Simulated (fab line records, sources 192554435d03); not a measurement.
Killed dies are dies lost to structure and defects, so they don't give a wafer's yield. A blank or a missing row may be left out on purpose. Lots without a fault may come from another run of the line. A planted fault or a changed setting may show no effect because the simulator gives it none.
Which tool did it? | flow n5_finfet | 11 lots, 28 wafers sampled, at 1 step of a route of 1938

WHAT THE GAUGES READ, wafer by wafer
N5_HKMG_FIN_INSPECT_14: inspects for defects (macro).
lot  | measured    | on                | raw_defect_count
L640 | day 4 03:23 | defect_inspect-01 | 1 0
L641 | day 4 13:41 | defect_inspect-02 | 3 1 4
L642 | day 4 17:11 | defect_inspect-01 | 3 2
L647 | day 5 21:46 | defect_inspect-02 | 1 3 2
L648 | day 6 06:54 | defect_inspect-02 | 0 0 2
L650 | day 6 16:08 | defect_inspect-01 | 1 9 1
L652 | day 7 04:38 | defect_inspect-01 | 3 1
L654 | day 7 16:20 | defect_inspect-01 | 1 2 1
L660 | day 9 01:20 | defect_inspect-02 | 1 4
L661 | day 9 07:57 | defect_inspect-01 | 3 3
L662 | day 9 19:31 | defect_inspect-01 | 1 4 1

WHICH TOOL RAN EACH LOT (tool, then ch and the chambers of the sampled wafers, then the start)
The record holds no process step before these readings.

THE ANSWER, worked out from the rows above alone
Rule: what is usual is taken from the lots themselves. Put in order of their means at a reading, lots are off if they are a third of the lots or fewer, leave a main group of 4 or more, and stand apart from it by a gap of 3 or more times the standard deviation of the main group's means; of several such gaps the widest counts. A main group whose means are all the same, to the digits that the tables above print for the reading, isn't used. A lot without any number at a reading at which 4 lots or more have one is off too. The other lots that the step has rows for count as sound.
No lot is off at any reading shown: from this, nothing can be told.

WHAT THE SIMULATOR HAD PUT IN
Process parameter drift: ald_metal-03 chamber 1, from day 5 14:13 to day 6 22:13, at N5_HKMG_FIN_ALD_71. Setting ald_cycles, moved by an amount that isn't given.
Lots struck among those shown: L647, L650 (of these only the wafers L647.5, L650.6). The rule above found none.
